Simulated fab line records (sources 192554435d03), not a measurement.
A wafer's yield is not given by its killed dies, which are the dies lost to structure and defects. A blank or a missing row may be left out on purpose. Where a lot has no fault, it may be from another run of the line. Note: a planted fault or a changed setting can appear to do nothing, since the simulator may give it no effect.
Split-lot study	flow n5Finfet	7 lots, 21 wafers read, on a route of 1938 steps

## ABOUT THE SPLIT
At N5_SD_EPI_N_EXPOSE_06 (exposes mask SD N BLK, target cd 120 nm), the setting doseMj was moved away from the recipe's 39.75 on 9 of the 21 wafers read, by -7.5% to +7.0%. For the rest of the wafers, this setting stayed at what the recipe calls for.

## FROM THE SPLIT TO THE READING: what the file shows between them, 2 steps
- N5_SD_EPI_N_PEB_07: peb time 60 s
- N5_SD_EPI_N_DEVELOP_08: develop time 30 s

## THE READING
Shown in nm: cdNm at N5_SD_EPI_N_CD_MEAS_09, with target cd 120 nm. On this fab line, fault-free wafers typically give 120.1 nm with a standard deviation of 0.58 nm.

wafer	tool, chamber at the split	doseMj as run	against the recipe	cdNm, nm	against lot-mates on the recipe
L076.1	arfiScanner-03, 0	38.16	-4.0%	116.8	-2.3
L076.4	arfiScanner-03, 0	38.16	-4.0%	116.6	-2.5
L076.5	arfiScanner-03, 0	39.75	recipe	119.1	-
L079.3	arfiScanner-02, 0	39.75	recipe	120.4	-
L079.4	arfiScanner-02, 0	42.52	+7.0%	125.0	+4.8
L079.6	arfiScanner-02, 0	39.75	recipe	120.1	-
L080.4	arfiScanner-02, 0	39.75	recipe	121.0	-
L080.5	arfiScanner-02, 0	39.75	recipe	121.1	-
L080.6	arfiScanner-02, 0	39.75	recipe	120.3	-
L084.1	arfiScanner-01, 0	39.75	recipe	121.2	-
L084.4	arfiScanner-01, 0	39.75	recipe	120.6	-
L084.5	arfiScanner-01, 0	39.75	recipe	121.6	-
L090.1	arfiScanner-03, 0	39.75	recipe	119.0	-
L090.2	arfiScanner-03, 0	38.77	-2.5%	118.5	-0.8
L090.4	arfiScanner-03, 0	39.75	recipe	119.7	-
L095.1	arfiScanner-02, 0	36.78	-7.5%	114.9	no lot-mate on the recipe
L095.2	arfiScanner-02, 0	36.78	-7.5%	114.2	no lot-mate on the recipe
L095.4	arfiScanner-02, 0	36.78	-7.5%	115.1	no lot-mate on the recipe
L097.1	arfiScanner-03, 0	37.68	-5.2%	116.7	-3.9
L097.5	arfiScanner-03, 0	37.68	-5.2%	117.1	-3.5
L097.6	arfiScanner-03, 0	39.75	recipe	120.6	-

THE FIT
A straight line over all 21 wafers: cdNm changes by +0.733 nm for each +1% of doseMj; r = +0.97; the points scatter about the line by 0.7 nm.
The same after taking each lot's own level away (the mean of its wafers on the recipe; 18 wafers): +0.665 nm for each +1%; r = +0.98; scatter 0.36 nm.
On that fit, the largest move of doseMj shifts the reading by 5 nm.
The span of the lots' own levels, 119.10 to 121.13 nm, comes to 3.5 times the standard deviation stated above.
Thus the slope moves with the lot-to-lot level: the two fits are different.
Check: with one of the wafers moved furthest among these (+7.0%) left out of the fit, the line predicts +4.62 nm for it against its lot-mates. Against them it came out at +4.75 nm.

## THE WHOLE CHAIN: every reading that the file lists as answering this split, in the file's order
step	what it does	reading	change (the file's fit)	r (the file's)
N5_SD_EPI_N_CD_MEAS_09	target cd 120 nm	cdNm	+0.656 nm for each +1% of the setting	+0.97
N5_SD_EPI_N_DESCUM_14	chemistry O2, time 7.9 s	SD_EPI_N.cdNm (the simulator's own value, which no gauge read)	+0.667 nm for each +1% of the setting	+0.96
N5_SD_EPI_N_ETCH_34	etches SiARC in CF4, target depth 45.5 nm, time 75.8 s	SD_EPI_N.cdNm (the simulator's own value, which no gauge read)	+0.686 nm for each +1% of the setting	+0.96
N5_SD_EPI_N_ETCH_35	etches SOC in N2/H2, overetch 108 nm, time 486 s	SD_EPI_N.cdNm (the simulator's own value, which no gauge read)	+0.762 nm for each +1% of the setting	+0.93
N5_SD_EPI_N_ETCH_16	etches SiO2 in CHF3/O2, target depth 5 nm	SD_EPI_N.cdNm (the simulator's own value, which no gauge read)	+0.766 nm for each +1% of the setting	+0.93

## THE FILE'S OWN FIT
cdNm changes by +0.656 nm for each +1% of doseMj, r = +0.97.
